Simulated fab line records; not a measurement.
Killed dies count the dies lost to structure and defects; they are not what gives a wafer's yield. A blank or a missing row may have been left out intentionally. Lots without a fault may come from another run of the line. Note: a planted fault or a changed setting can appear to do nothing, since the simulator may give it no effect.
The tool behind it: which one? || flow nand harc || 14 lots, 42 wafers sampled, at 6 steps of a route of 1302

== WHAT THE GAUGES SHOWED, per wafer ==
NHARC_A_DECK1_JOINT_THK_MEAS_17: measures by ellipsometry.
{"lot": "L732", "measured": "day 12 17:58", "on": "film metro-01", "thk nm (nm)": "43.0 45.0 45.5"}
{"lot": "L733", "measured": "day 13 17:12", "on": "film metro-01", "thk nm (nm)": "45.8 45.5 44.3"}
{"lot": "L735", "measured": "day 13 23:48", "on": "film metro-01", "thk nm (nm)": "46.6 48.3 47.8"}
{"lot": "L738", "measured": "day 14 23:23", "on": "film metro-02", "thk nm (nm)": "45.1 47.1 46.8"}
{"lot": "L741", "measured": "day 16 23:24", "on": "film metro-01", "thk nm (nm)": "45.1 43.4 44.8"}
{"lot": "L743", "measured": "day 17 07:41", "on": "film metro-02", "thk nm (nm)": "44.8 44.2 44.2"}
{"lot": "L745", "measured": "day 18 10:24", "on": "film metro-02", "thk nm (nm)": "45.0 47.0 44.7"}
{"lot": "L744", "measured": "day 18 10:24", "on": "film metro-01", "thk nm (nm)": "42.3 43.7 46.4"}
{"lot": "L750", "measured": "day 20 06:54", "on": "film metro-01", "thk nm (nm)": "46.2 44.4 46.8"}
{"lot": "L749", "measured": "day 20 12:41", "on": "film metro-01", "thk nm (nm)": "46.2 43.9 45.1"}
{"lot": "L751", "measured": "day 20 21:14", "on": "film metro-02", "thk nm (nm)": "44.4 43.1 44.4"}
{"lot": "L753", "measured": "day 21 07:14", "on": "film metro-01", "thk nm (nm)": "42.7 45.3 45.5"}
{"lot": "L752", "measured": "day 21 17:43", "on": "film metro-02", "thk nm (nm)": "45.0 45.6 45.3"}
{"lot": "L754", "measured": "day 21 18:53", "on": "film metro-02", "thk nm (nm)": "44.1 43.3 44.6"}

NHARC_A_ONON_D2_THK_MEAS_27: measures by ellipsometry.
{"lot": "L732", "measured": "day 13 05:52", "on": "film metro-02", "thk nm (nm)": "998 995 996"}
{"lot": "L733", "measured": "day 14 07:31", "on": "film metro-01", "thk nm (nm)": "1020 1022 1020"}
{"lot": "L735", "measured": "day 14 12:07", "on": "film metro-01", "thk nm (nm)": "991 992 990"}
{"lot": "L738", "measured": "day 15 11:11", "on": "film metro-01", "thk nm (nm)": "1000 1000 1001"}
{"lot": "L741", "measured": "day 17 11:19", "on": "film metro-01", "thk nm (nm)": "544 544 543"}
{"lot": "L743", "measured": "day 17 19:43", "on": "film metro-01", "thk nm (nm)": "534 532 533"}
{"lot": "L745", "measured": "day 18 22:22", "on": "film metro-01", "thk nm (nm)": "994 994 993"}
{"lot": "L744", "measured": "day 18 22:22", "on": "film metro-01", "thk nm (nm)": "996 995 996"}
{"lot": "L750", "measured": "day 20 18:59", "on": "film metro-02", "thk nm (nm)": "1014 1014 1014"}
{"lot": "L749", "measured": "day 21 00:38", "on": "film metro-02", "thk nm (nm)": "1019 1021 1018"}
{"lot": "L751", "measured": "day 21 09:13", "on": "film metro-01", "thk nm (nm)": "983 983 984"}
{"lot": "L753", "measured": "day 21 19:09", "on": "film metro-02", "thk nm (nm)": "1005 1004 1007"}
{"lot": "L752", "measured": "day 22 05:44", "on": "film metro-01", "thk nm (nm)": "1008 1009 1008"}
{"lot": "L754", "measured": "day 22 05:42", "on": "film metro-02", "thk nm (nm)": "1008 1009 1009"}

NHARC_A_ONON_D2_INSPECT_32.
{"lot": "L732", "measured": "day 13 07:00", "on": "defect inspect-01", "raw defect count": "796 972 608"}
{"lot": "L733", "measured": "day 14 08:38", "on": "defect inspect-02", "raw defect count": "318 264 535"}
{"lot": "L735", "measured": "day 14 13:13", "on": "defect inspect-01", "raw defect count": "244 211 241"}
{"lot": "L738", "measured": "day 15 12:18", "on": "defect inspect-02", "raw defect count": "806 704 932"}
{"lot": "L741", "measured": "day 17 12:27", "on": "defect inspect-02", "raw defect count": "268 324 197"}
{"lot": "L743", "measured": "day 17 20:49", "on": "defect inspect-02", "raw defect count": "234 377 474"}
{"lot": "L745", "measured": "day 18 23:29", "on": "defect inspect-02", "raw defect count": "930 672 633"}
{"lot": "L744", "measured": "day 18 23:28", "on": "defect inspect-01", "raw defect count": "535 577 583"}
{"lot": "L750", "measured": "day 20 20:14", "on": "defect inspect-01", "raw defect count": "341 292 259"}
{"lot": "L749", "measured": "day 21 01:44", "on": "defect inspect-02", "raw defect count": "538 351 196"}
{"lot": "L751", "measured": "day 21 10:19", "on": "defect inspect-02", "raw defect count": "444 459 328"}
{"lot": "L753", "measured": "day 21 20:21", "on": "defect inspect-01", "raw defect count": "481 460 267"}
{"lot": "L752", "measured": "day 22 06:56", "on": "defect inspect-02", "raw defect count": "438 357 307"}
{"lot": "L754", "measured": "day 22 06:48", "on": "defect inspect-02", "raw defect count": "345 309 530"}

NHARC_A_CHANNEL_HOLE_D2_CD_MEAS_10: the cd target is 100 nm.
{"lot": "L732", "measured": "day 13 09:51", "on": "cd sem-03", "cd nm (nm)": "101.0 100.3 100.2"}
{"lot": "L733", "measured": "day 14 15:29", "on": "cd sem-03", "cd nm (nm)": "98.5 99.5 98.7"}
{"lot": "L735", "measured": "day 15 00:41", "on": "cd sem-02", "cd nm (nm)": "99.7 98.9 98.0"}
{"lot": "L738", "measured": "day 15 15:52", "on": "cd sem-01", "cd nm (nm)": "101.5 100.9 101.5"}
{"lot": "L745", "measured": "day 19 02:14", "on": "cd sem-01", "cd nm (nm)": "100.8 101.4 99.5"}
{"lot": "L744", "measured": "day 19 02:23", "on": "cd sem-03", "cd nm (nm)": "100.5 100.7 100.6"}
{"lot": "L750", "measured": "day 20 23:02", "on": "cd sem-01", "cd nm (nm)": "100.2 100.7 100.8"}
{"lot": "L749", "measured": "day 21 05:20", "on": "cd sem-03", "cd nm (nm)": "100.8 100.3 101.3"}
{"lot": "L751", "measured": "day 21 19:28", "on": "cd sem-01", "cd nm (nm)": "101.1 100.3 99.4"}
{"lot": "L753", "measured": "day 22 04:07", "on": "cd sem-03", "cd nm (nm)": "100.4 100.2 100.2"}
{"lot": "L752", "measured": "day 22 11:46", "on": "cd sem-01", "cd nm (nm)": "100.5 100.7 100.5"}
{"lot": "L754", "measured": "day 22 09:53", "on": "cd sem-01", "cd nm (nm)": "99.8 100.5 99.5"}

NHARC_END_SORT_01.
{"lot": "L741", "measured": "day 28 16:45", "on": "prober-01", "killed at array": "671 669 674", "killed at other": "0 2 0", "killed at periphery": "6 6 3", "killed dies": "677 677 677", "killed open": "3 2 2", "killed short": "4 2 1"}
{"lot": "L743", "measured": "day 29 14:52", "on": "prober-02", "killed at array": "674 675 676", "killed at other": "0 0 0", "killed at periphery": "3 2 1", "killed dies": "677 677 677", "killed open": "2 4 6", "killed short": "4 5 2"}

== WHAT TOOL EACH LOT RAN ON (gives the tool, then ch and the chambers of the sampled wafers, and finally the start) ==
{"lot": "L732", "NHARC_A_ONON_D2_DEP_25": "pecvd onon-04 ch 0, day 13 05:22"}
{"lot": "L733", "NHARC_A_ONON_D2_DEP_25": "pecvd onon-03 ch 0, day 14 07:01"}
{"lot": "L735", "NHARC_A_ONON_D2_DEP_25": "pecvd onon-03 ch 0, day 14 11:40"}
{"lot": "L738", "NHARC_A_ONON_D2_DEP_25": "pecvd onon-03 ch 0, day 15 10:44"}
{"lot": "L741", "NHARC_A_ONON_D2_DEP_25": "pecvd onon-04 ch 0, day 17 10:56"}
{"lot": "L743", "NHARC_A_ONON_D2_DEP_25": "pecvd onon-04 ch 0, day 17 19:19"}
{"lot": "L745", "NHARC_A_ONON_D2_DEP_25": "pecvd onon-01 ch 0, day 18 21:52"}
{"lot": "L744", "NHARC_A_ONON_D2_DEP_25": "pecvd onon-03 ch 0, day 18 21:51"}
{"lot": "L750", "NHARC_A_ONON_D2_DEP_25": "pecvd onon-04 ch 0, day 20 18:29"}
{"lot": "L749", "NHARC_A_ONON_D2_DEP_25": "pecvd onon-01 ch 0, day 21 00:08"}
{"lot": "L751", "NHARC_A_ONON_D2_DEP_25": "pecvd onon-01 ch 0, day 21 08:41"}
{"lot": "L753", "NHARC_A_ONON_D2_DEP_25": "pecvd onon-01 ch 0, day 21 18:41"}
{"lot": "L752", "NHARC_A_ONON_D2_DEP_25": "pecvd onon-03 ch 0, day 22 05:11"}
{"lot": "L754", "NHARC_A_ONON_D2_DEP_25": "pecvd onon-04 ch 0, day 22 05:11"}
- NHARC_A_ONON_D2_DEP_25: target thk 1000 nm.

== AS READ BY THE TOOLS THEMSELVES (means over the sampled wafers that have a number; for cases with no such wafer, the mark the record gives instead) ==
The record holds no such reading with a usual standard deviation.

== THE ANSWER, worked out from the rows above alone ==
Rule: usual is defined by the lots themselves. The widest of any qualifying gaps counts: lots, ordered by their means at a reading, are off when they make up no more than a third of the lots, leave a main group of 4 or more, and stand apart from it by 3 or more times the standard deviation of that group's means. The tables above print the reading to a certain number of digits; a main group whose means all agree to those digits is not used. A lot without any number at a reading at which 4 lots or more have one is off too. All remaining lots with rows at the step are treated as sound. First the gauges in route order, then the tools' own readings, where a lot's mean is used as printed above. The first step at which some lot is off is used, and at that step the reading that is off furthest; a lot without a number counts as furthest.
Off: L741, L743 (NHARC_A_ONON_D2_THK_MEAS_27, thk nm). Main group: mean 1003 nm, sd 11.
If a tool, at a process step before that reading, ran all the lots that are off and no sound lot after the first of them, it fits. The gauges at NHARC_A_ONON_D2_THK_MEAS_27 are tried like those tools. No candidate that was tried fits.

== WHAT WAS PUT IN BY THE SIMULATOR ==
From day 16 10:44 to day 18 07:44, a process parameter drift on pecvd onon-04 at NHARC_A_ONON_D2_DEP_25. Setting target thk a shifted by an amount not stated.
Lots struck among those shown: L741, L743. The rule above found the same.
